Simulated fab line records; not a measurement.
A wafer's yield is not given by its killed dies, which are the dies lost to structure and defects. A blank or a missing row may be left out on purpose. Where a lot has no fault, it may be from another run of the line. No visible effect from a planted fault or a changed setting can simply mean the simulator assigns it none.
fab line records / flow n5Finfet / part 2 of 2: steps 18 to 30 of 30
[record] lots = 5 wafers = 15 lastDay = 16
route steps=1938 shown BEOL_M10@1499
lots untouched by any fault: they come from a run of this same line in which no faults occurred
startH: start of the lot's first displayed wafer, in hours after the record's first day / waitH: how many hours have passed since the lot's step before this one / " same as the row above / L1.1+2: a row that stands for several wafers / - value missing, or start not given / * or withheld: withheld / < > ~ a bound
route shown NAME@n: NAME is a module with steps in the file, n the number in the route of the first one / usual: mean/standard deviation of fault-free wafers / same: alike in all rows / chamber/n: place in a boat / sites: each site's reading / _std_site: the values' standard deviation / _edge_site: mean of outer sites minus mean of inner sites / radiusMm: how far each site lies from the wafer's centre / mask NAME#n: copy n / behind: the most recent tool/chamber to have shaped the wafer / hold: cause of the lot's hold/its duration in hours/its outcome / device: the n, p or np transistor that did not switch / end of line: tests of these same wafers at the route's end / step lacking rows: just its recipe / killed: the dies lost at the first sort to structure and to defects; this is not the yield of the wafer / map: dies across one wafer; x = killed, . = not, _ = none there
set.NAME: the setting as run; set.NAME@STEP: as run at that earlier step / model.NAME: the simulator's own value behind a step, which no gauge read
lots seen at some steps along the route; tables by step, rows by wafer
services: the hour from which a tool's chamber was out of use, counted from the record's first day as startH (under 0 if before that day), plus the number of hours and why
[[steps]]
[step N5_BEOL_M10_HM_STRIP_39]
[recipe] chemistry = peroxideTinStrip material = TiN targetDepthA = 250 tempC = 50 timeS = 158
lot.wafer=L077.1+4+5 tool=wetBench-05 chamber=1,3,5 startH=239.05 waitH=0.0
lot.wafer=L081.2+4+6 tool=wetBench-06 chamber=3,7,4 startH=263.42 waitH=0.0
lot.wafer=L083.1+4+6 tool=wetBench-04 chamber=7,6,3 startH=268.87 waitH=0.0
lot.wafer=L084.2+4+5 tool=wetBench-06 chamber=4,5,2 startH=289.01 waitH=0.0
lot.wafer=L089.1+2+5 tool=wetBench-06 chamber=2,3,6 startH=317.48 waitH=0.0
[step N5_BEOL_M10_SRD_40]
[recipe] timeS = 30 tempC = 23 rinseLiquid = diw dry = ipaMarangoni
lot.wafer=L077.1+4+5 tool=wetBench-05 chamber=1,3,5 startH=239.11 waitH=0.0
lot.wafer=L081.2+4+6 tool=wetBench-06 chamber=3,7,4 startH=263.46 waitH=0.0
lot.wafer=L083.1+4+6 tool=wetBench-04 chamber=7,6,3 startH=268.91 waitH=0.0
lot.wafer=L084.2+4+5 tool=wetBench-06 chamber=4,5,2 startH=289.05 waitH=0.0
lot.wafer=L089.1+2+5 tool=wetBench-06 chamber=2,3,6 startH=317.53 waitH=0.0
[step N5_BEOL_M10_PRECLEAN_42]
[recipe] chemistry = residueRemover timeS = 60 tempC = 40
lot.wafer=L077.1+4+5 tool=wetBench-05 chamber=1,3,5 startH=239.12 waitH=0.0
lot.wafer=L081.2+4+6 tool=wetBench-06 chamber=3,7,4 startH=263.48 waitH=0.0
lot.wafer=L083.1+4+6 tool=wetBench-04 chamber=7,6,3 startH=268.93 waitH=0.0
lot.wafer=L084.2+4+5 tool=wetBench-06 chamber=4,5,2 startH=289.07 waitH=0.0
lot.wafer=L089.1+2+5 tool=wetBench-06 chamber=2,3,6 startH=317.55 waitH=0.0
[step N5_BEOL_M10_SRD_43]
[recipe] timeS = 30 tempC = 23 rinseLiquid = diw dry = ipaMarangoni
lot.wafer=L077.1+4+5 tool=wetBench-05 chamber=1,3,5 startH=239.14 waitH=0.0
lot.wafer=L081.2+4+6 tool=wetBench-06 chamber=3,7,4 startH=263.50 waitH=0.0
lot.wafer=L083.1+4+6 tool=wetBench-04 chamber=7,6,3 startH=268.95 waitH=0.0
lot.wafer=L084.2+4+5 tool=wetBench-06 chamber=4,5,2 startH=289.09 waitH=0.0
lot.wafer=L089.1+2+5 tool=wetBench-06 chamber=2,3,6 startH=317.56 waitH=0.0
[step N5_BEOL_M10_CD_MEAS_35]
[recipe] targetCdNm = 70 polarity = opening
[usual] cdNm = 70.0/0.6
lot.wafer=L077.1 tool=cdSem-01 chamber=- startH=239.18 waitH=0.0 cdNm=68.9
lot.wafer=L077.4 tool=cdSem-01 chamber=- startH=239.18 waitH=0.0 cdNm=69.5
lot.wafer=L077.5 tool=cdSem-01 chamber=- startH=239.18 waitH=0.0 cdNm=68.9
lot.wafer=L081.2 tool=cdSem-03 chamber=- startH=263.54 waitH=0.0 cdNm=70.0
lot.wafer=L081.4 tool=cdSem-03 chamber=- startH=263.54 waitH=0.0 cdNm=69.4
lot.wafer=L081.6 tool=cdSem-03 chamber=- startH=263.54 waitH=0.0 cdNm=70.3
lot.wafer=L083.1 tool=cdSem-01 chamber=- startH=268.99 waitH=0.0 cdNm=71.3
lot.wafer=L083.4 tool=cdSem-01 chamber=- startH=268.99 waitH=0.0 cdNm=71.0
lot.wafer=L083.6 tool=cdSem-01 chamber=- startH=268.99 waitH=0.0 cdNm=70.0
lot.wafer=L084.2 tool=cdSem-01 chamber=- startH=289.13 waitH=0.0 cdNm=70.0
lot.wafer=L084.4 tool=cdSem-01 chamber=- startH=289.13 waitH=0.0 cdNm=69.7
lot.wafer=L084.5 tool=cdSem-01 chamber=- startH=289.13 waitH=0.0 cdNm=69.7
lot.wafer=L089.1 tool=cdSem-02 chamber=- startH=317.60 waitH=0.0 cdNm=69.8
lot.wafer=L089.2 tool=cdSem-02 chamber=- startH=317.60 waitH=0.0 cdNm=68.6
lot.wafer=L089.5 tool=cdSem-02 chamber=- startH=317.60 waitH=0.0 cdNm=69.8
[step N5_BEOL_M10_CURE_72]
[recipe] tempC = 370 timeS = 120 ambient = DMADMS/He material = SiCOH_lowk
[usual] lampPowerPct = 52.32/0.055 wafer_temp_C_max = 371.8/0.55
lot.wafer=L077.1 tool=uvCure-02 chamber=1 startH=239.23 waitH=0.0 lampPowerPct=52.35 wafer_temp_C_max=371.2
lot.wafer=L077.4 tool=uvCure-02 chamber=1 startH=239.23 waitH=0.0 lampPowerPct=52.32 wafer_temp_C_max=371.4
lot.wafer=L077.5 tool=uvCure-02 chamber=1 startH=239.23 waitH=0.0 lampPowerPct=52.29 wafer_temp_C_max=371.0
lot.wafer=L081.2 tool=uvCure-03 chamber=0 startH=263.68 waitH=0.1 lampPowerPct=52.30 wafer_temp_C_max=372.4
lot.wafer=L081.4 tool=uvCure-03 chamber=0 startH=263.68 waitH=0.1 lampPowerPct=52.40 wafer_temp_C_max=372.1
lot.wafer=L081.6 tool=uvCure-03 chamber=0 startH=263.68 waitH=0.1 lampPowerPct=52.39 wafer_temp_C_max=373.0
lot.wafer=L083.1 tool=uvCure-03 chamber=0 startH=269.03 waitH=0.0 lampPowerPct=52.26 wafer_temp_C_max=371.8
lot.wafer=L083.4 tool=uvCure-03 chamber=0 startH=269.03 waitH=0.0 lampPowerPct=52.40 wafer_temp_C_max=371.6
lot.wafer=L083.6 tool=uvCure-03 chamber=0 startH=269.03 waitH=0.0 lampPowerPct=52.28 wafer_temp_C_max=372.0
lot.wafer=L084.2 tool=uvCure-02 chamber=2 startH=289.22 waitH=0.1 lampPowerPct=52.33 wafer_temp_C_max=371.4
lot.wafer=L084.4 tool=uvCure-02 chamber=2 startH=289.22 waitH=0.1 lampPowerPct=52.31 wafer_temp_C_max=372.4
lot.wafer=L084.5 tool=uvCure-02 chamber=2 startH=289.22 waitH=0.1 lampPowerPct=52.34 wafer_temp_C_max=371.6
lot.wafer=L089.1 tool=uvCure-03 chamber=2 startH=317.65 waitH=0.0 lampPowerPct=52.37 wafer_temp_C_max=371.5
lot.wafer=L089.2 tool=uvCure-03 chamber=2 startH=317.65 waitH=0.0 lampPowerPct=52.30 wafer_temp_C_max=372.2
lot.wafer=L089.5 tool=uvCure-03 chamber=2 startH=317.65 waitH=0.0 lampPowerPct=52.32 wafer_temp_C_max=372.0
[step N5_BEOL_M10_DEGAS_44]
[recipe] ambient = vacuum tempC = 250 timeS = 60
[usual] heaterPowerW = 338/55
lot.wafer=L077.1 tool=pvdSputter-02 chamber=- startH=239.58 waitH=0.3 heaterPowerW=424
lot.wafer=L077.4 tool=pvdSputter-02 chamber=- startH=239.58 waitH=0.3 heaterPowerW=416
lot.wafer=L077.5 tool=pvdSputter-02 chamber=- startH=239.58 waitH=0.3 heaterPowerW=423
lot.wafer=L081.2 tool=pvdSputter-03 chamber=- startH=264.34 waitH=0.6 heaterPowerW=295
lot.wafer=L081.4 tool=pvdSputter-03 chamber=- startH=264.34 waitH=0.6 heaterPowerW=323
lot.wafer=L081.6 tool=pvdSputter-03 chamber=- startH=264.34 waitH=0.6 heaterPowerW=310
lot.wafer=L083.1 tool=pvdSputter-02 chamber=- startH=269.70 waitH=0.6 heaterPowerW=432
lot.wafer=L083.4 tool=pvdSputter-02 chamber=- startH=269.70 waitH=0.6 heaterPowerW=243
lot.wafer=L083.6 tool=pvdSputter-02 chamber=- startH=269.70 waitH=0.6 heaterPowerW=429
lot.wafer=L084.2 tool=pvdSputter-02 chamber=- startH=289.94 waitH=0.7 heaterPowerW=409
lot.wafer=L084.4 tool=pvdSputter-02 chamber=- startH=289.94 waitH=0.7 heaterPowerW=336
lot.wafer=L084.5 tool=pvdSputter-02 chamber=- startH=289.94 waitH=0.7 heaterPowerW=426
lot.wafer=L089.1 tool=pvdSputter-02 chamber=- startH=317.97 waitH=0.3 heaterPowerW=248
lot.wafer=L089.2 tool=pvdSputter-02 chamber=- startH=317.97 waitH=0.3 heaterPowerW=437
lot.wafer=L089.5 tool=pvdSputter-02 chamber=- startH=317.97 waitH=0.3 heaterPowerW=344
[step N5_BEOL_M10_PRE_CLEAN_45]
[recipe] gas = H2/He timeS = 30 tempC = 250
[usual] heaterPowerW = 338/55
lot.wafer=L077.1 tool=pvdSputter-02 chamber=- startH=239.62 waitH=0.0 heaterPowerW=417
lot.wafer=L077.4 tool=pvdSputter-02 chamber=- startH=239.62 waitH=0.0 heaterPowerW=422
lot.wafer=L077.5 tool=pvdSputter-02 chamber=- startH=239.62 waitH=0.0 heaterPowerW=420
lot.wafer=L081.2 tool=pvdSputter-03 chamber=- startH=264.38 waitH=0.0 heaterPowerW=288
lot.wafer=L081.4 tool=pvdSputter-03 chamber=- startH=264.38 waitH=0.0 heaterPowerW=319
lot.wafer=L081.6 tool=pvdSputter-03 chamber=- startH=264.38 waitH=0.0 heaterPowerW=311
lot.wafer=L083.1 tool=pvdSputter-02 chamber=- startH=269.74 waitH=0.0 heaterPowerW=430
lot.wafer=L083.4 tool=pvdSputter-02 chamber=- startH=269.74 waitH=0.0 heaterPowerW=244
lot.wafer=L083.6 tool=pvdSputter-02 chamber=- startH=269.74 waitH=0.0 heaterPowerW=423
lot.wafer=L084.2 tool=pvdSputter-02 chamber=- startH=289.98 waitH=0.0 heaterPowerW=419
lot.wafer=L084.4 tool=pvdSputter-02 chamber=- startH=289.98 waitH=0.0 heaterPowerW=337
lot.wafer=L084.5 tool=pvdSputter-02 chamber=- startH=289.98 waitH=0.0 heaterPowerW=419
lot.wafer=L089.1 tool=pvdSputter-02 chamber=- startH=318.01 waitH=0.0 heaterPowerW=250
lot.wafer=L089.2 tool=pvdSputter-02 chamber=- startH=318.01 waitH=0.0 heaterPowerW=436
lot.wafer=L089.5 tool=pvdSputter-02 chamber=- startH=318.01 waitH=0.0 heaterPowerW=346
[step N5_BEOL_M10_ALD_74]
[recipe] material = TaN targetThkA = 20 tempC = 275 aldPrecursorFamily = PDMAT aldCoReactant = NH3 pressureTorr = 3 carrierFlowSccm = 1500 pulseTimeS = 2 purgeTimeS = 3 coReactantPurgeTimeS = 2 coReactantPulseTimeS = 3 aldCycles = 40 precursorVesselTempC = 75 precursorVesselPressureTorr = 26.25 precursorVesselCarrierSccm = 1000
[usual] heaterPowerW = 420/30 mfcCarrierSccm = 1499/4.5
lot.wafer=L077.1 tool=aldMetal-04 chamber=0 startH=239.68 waitH=0.0 heaterPowerW=406 mfcCarrierSccm=1502
lot.wafer=L077.4 tool=aldMetal-04 chamber=2 startH=239.68 waitH=0.0 heaterPowerW=421 mfcCarrierSccm=1497
lot.wafer=L077.5 tool=aldMetal-04 chamber=3 startH=239.68 waitH=0.0 heaterPowerW=473 mfcCarrierSccm=1497
lot.wafer=L081.2 tool=aldMetal-03 chamber=1 startH=264.44 waitH=0.0 heaterPowerW=418 mfcCarrierSccm=1494
lot.wafer=L081.4 tool=aldMetal-03 chamber=0 startH=264.44 waitH=0.0 heaterPowerW=382 mfcCarrierSccm=1495
lot.wafer=L081.6 tool=aldMetal-03 chamber=2 startH=264.44 waitH=0.0 heaterPowerW=428 mfcCarrierSccm=1507
lot.wafer=L083.1 tool=aldMetal-02 chamber=0 startH=269.80 waitH=0.0 heaterPowerW=439 mfcCarrierSccm=1501
lot.wafer=L083.4 tool=aldMetal-02 chamber=3 startH=269.80 waitH=0.0 heaterPowerW=474 mfcCarrierSccm=1496
lot.wafer=L083.6 tool=aldMetal-02 chamber=2 startH=269.80 waitH=0.0 heaterPowerW=414 mfcCarrierSccm=1496
lot.wafer=L084.2 tool=aldMetal-04 chamber=2 startH=290.08 waitH=0.1 heaterPowerW=414 mfcCarrierSccm=1498
lot.wafer=L084.4 tool=aldMetal-04 chamber=0 startH=290.08 waitH=0.1 heaterPowerW=417 mfcCarrierSccm=1498
lot.wafer=L084.5 tool=aldMetal-04 chamber=1 startH=290.08 waitH=0.1 heaterPowerW=391 mfcCarrierSccm=1495
lot.wafer=L089.1 tool=aldMetal-02 chamber=2 startH=318.07 waitH=0.0 heaterPowerW=393 mfcCarrierSccm=1492
lot.wafer=L089.2 tool=aldMetal-02 chamber=1 startH=318.07 waitH=0.0 heaterPowerW=382 mfcCarrierSccm=1502
lot.wafer=L089.5 tool=aldMetal-02 chamber=2 startH=318.07 waitH=0.0 heaterPowerW=397 mfcCarrierSccm=1496
[step N5_BEOL_M10_SURFACE_TREAT_76]
[recipe] gas = Ar timeS = * ionEnergyEv = * ionCurrentMaCm2 = 0.5 pressureMtorr = * arFlowSccm = 30
[usual] throttleValvePct = *
lot.wafer=L077.1 tool=pvdSputter-02 chamber=- startH=239.96 waitH=0.2 throttleValvePct=*
lot.wafer=L077.4 tool=pvdSputter-02 chamber=- startH=239.96 waitH=0.2 throttleValvePct=*
lot.wafer=L077.5 tool=pvdSputter-02 chamber=- startH=239.96 waitH=0.2 throttleValvePct=*
lot.wafer=L081.2 tool=pvdSputter-03 chamber=- startH=264.80 waitH=0.2 throttleValvePct=*
lot.wafer=L081.4 tool=pvdSputter-03 chamber=- startH=264.80 waitH=0.2 throttleValvePct=*
lot.wafer=L081.6 tool=pvdSputter-03 chamber=- startH=264.80 waitH=0.2 throttleValvePct=*
lot.wafer=L083.1 tool=pvdSputter-01 chamber=- startH=270.17 waitH=0.2 throttleValvePct=*
lot.wafer=L083.4 tool=pvdSputter-01 chamber=- startH=270.17 waitH=0.2 throttleValvePct=*
lot.wafer=L083.6 tool=pvdSputter-01 chamber=- startH=270.17 waitH=0.2 throttleValvePct=*
lot.wafer=L084.2 tool=pvdSputter-01 chamber=- startH=290.61 waitH=0.4 throttleValvePct=*
lot.wafer=L084.4 tool=pvdSputter-01 chamber=- startH=290.61 waitH=0.4 throttleValvePct=*
lot.wafer=L084.5 tool=pvdSputter-01 chamber=- startH=290.61 waitH=0.4 throttleValvePct=*
lot.wafer=L089.1 tool=pvdSputter-01 chamber=- startH=318.35 waitH=0.2 throttleValvePct=*
lot.wafer=L089.2 tool=pvdSputter-01 chamber=- startH=318.35 waitH=0.2 throttleValvePct=*
lot.wafer=L089.5 tool=pvdSputter-01 chamber=- startH=318.35 waitH=0.2 throttleValvePct=*
[step N5_BEOL_M10_CVD_75]
[recipe] material = Co targetThkA = 20 tempC = withheld precursor = CCTBA/H2 pressureTorr = 30 timeS = 138.9
lot.wafer=L077.1+4+5 tool=cvdCo-01 chamber=1,2,0 startH=240.02 waitH=0.0
lot.wafer=L081.2+4+6 tool=cvdCo-02 chamber=0,2,1 startH=264.88 waitH=0.1
lot.wafer=L083.1+4+6 tool=cvdCo-02 chamber=1,2,0 startH=270.54 waitH=0.3
lot.wafer=L084.2+4+5 tool=cvdCo-02 chamber=1,0,2 startH=290.67 waitH=0.0
lot.wafer=L089.1+2+5 tool=cvdCo-02 chamber=2,1,0 startH=318.41 waitH=0.0
[step N5_BEOL_M10_SPUTTER_48]
[recipe] material = Cu targetThkA = 120 tempC = -20 biasV = 60 powerW = 26000 chamberPressurePa = 0.13 timeS = 2
[usual] throttleValvePct = 30.1/0.97
lot.wafer=L077.1 tool=pvdSputter-02 chamber=- startH=240.16 waitH=0.1 throttleValvePct=30.1
lot.wafer=L077.4 tool=pvdSputter-02 chamber=- startH=240.16 waitH=0.1 throttleValvePct=30.7
lot.wafer=L077.5 tool=pvdSputter-02 chamber=- startH=240.16 waitH=0.1 throttleValvePct=30.9
lot.wafer=L081.2 tool=pvdSputter-03 chamber=- startH=265.00 waitH=0.1 throttleValvePct=30.3
lot.wafer=L081.4 tool=pvdSputter-03 chamber=- startH=265.00 waitH=0.1 throttleValvePct=30.4
lot.wafer=L081.6 tool=pvdSputter-03 chamber=- startH=265.00 waitH=0.1 throttleValvePct=29.9
lot.wafer=L083.1 tool=pvdSputter-02 chamber=- startH=270.66 waitH=0.1 throttleValvePct=31.5
lot.wafer=L083.4 tool=pvdSputter-02 chamber=- startH=270.66 waitH=0.1 throttleValvePct=29.7
lot.wafer=L083.6 tool=pvdSputter-02 chamber=- startH=270.66 waitH=0.1 throttleValvePct=30.6
lot.wafer=L084.2 tool=pvdSputter-01 chamber=- startH=290.87 waitH=0.2 throttleValvePct=28.6
lot.wafer=L084.4 tool=pvdSputter-01 chamber=- startH=290.87 waitH=0.2 throttleValvePct=30.6
lot.wafer=L084.5 tool=pvdSputter-01 chamber=- startH=290.87 waitH=0.2 throttleValvePct=29.5
lot.wafer=L089.1 tool=pvdSputter-02 chamber=- startH=318.52 waitH=0.1 throttleValvePct=29.9
lot.wafer=L089.2 tool=pvdSputter-02 chamber=- startH=318.52 waitH=0.1 throttleValvePct=29.7
lot.wafer=L089.5 tool=pvdSputter-02 chamber=- startH=318.52 waitH=0.1 throttleValvePct=30.4
[step N5_BEOL_M10_ECD_50]
[recipe] material = Cu targetThkA = 3180
lot.wafer=L077.1+4+5 tool=ecdCu-02 chamber=1,0,1 startH=240.28 waitH=0.1
lot.wafer=L081.2+4+6 tool=ecdCu-01 chamber=0 startH=265.12 waitH=0.1
lot.wafer=L083.1+4+6 tool=ecdCu-01 chamber=0,0,1 startH=270.78 waitH=0.1
lot.wafer=L084.2+4+5 tool=ecdCu-02 chamber=0 startH=290.98 waitH=0.1
lot.wafer=L089.1+2+5 tool=ecdCu-02 chamber=1,0,1 startH=318.64 waitH=0.1
[[services]]
tool=aldMetal-02 chamber=1 startH=221.17 hours=3.6 kind=repair
tool=ecdCu-02 chamber=- startH=222.14 hours=6.2 kind=pm
tool=cvdCo-01 chamber=- startH=223.42 hours=8.5 kind=repair
tool=aldMetal-02 chamber=- startH=224.55 hours=0.2 kind=repair
tool=arfiScanner-02 chamber=- startH=226.38 hours=1.0 kind=pm
tool=arfiScanner-01 chamber=- startH=229.27 hours=10.1 kind=repair
tool=arfiScanner-02 chamber=- startH=232.90 hours=0.8 kind=pm
tool=uvCure-02 chamber=- startH=237.23 hours=1.8 kind=repair
tool=arfiScanner-02 chamber=- startH=239.90 hours=1.3 kind=pm
tool=rieDiel-04 chamber=3 startH=251.44 hours=4.5 kind=repair
tool=ecdCu-01 chamber=- startH=255.23 hours=2.1 kind=repair
tool=rieDiel-05 chamber=3 startH=256.33 hours=3.1 kind=repair
tool=arfiScanner-01 chamber=- startH=269.85 hours=5.6 kind=repair
tool=rieDiel-04 chamber=1 startH=270.31 hours=3.5 kind=repair
tool=arfiScanner-02 chamber=- startH=280.97 hours=1.0 kind=pm
tool=aldMetal-02 chamber=0 startH=293.16 hours=3.1 kind=repair
tool=aldMetal-02 chamber=1 startH=293.43 hours=16.4 kind=repair
tool=arfiScanner-01 chamber=- startH=293.70 hours=1.3 kind=pm
tool=uvCure-03 chamber=- startH=297.92 hours=0.4 kind=repair
tool=uvCure-02 chamber=- startH=305.07 hours=1.0 kind=pm
tool=rieDiel-05 chamber=2 startH=309.40 hours=3.4 kind=repair
tool=ecdCu-01 chamber=- startH=309.42 hours=3.7 kind=repair
tool=pvdSputter-03 chamber=- startH=313.96 hours=11.4 kind=repair
tool=arfiScanner-01 chamber=- startH=316.81 hours=1.0 kind=pm
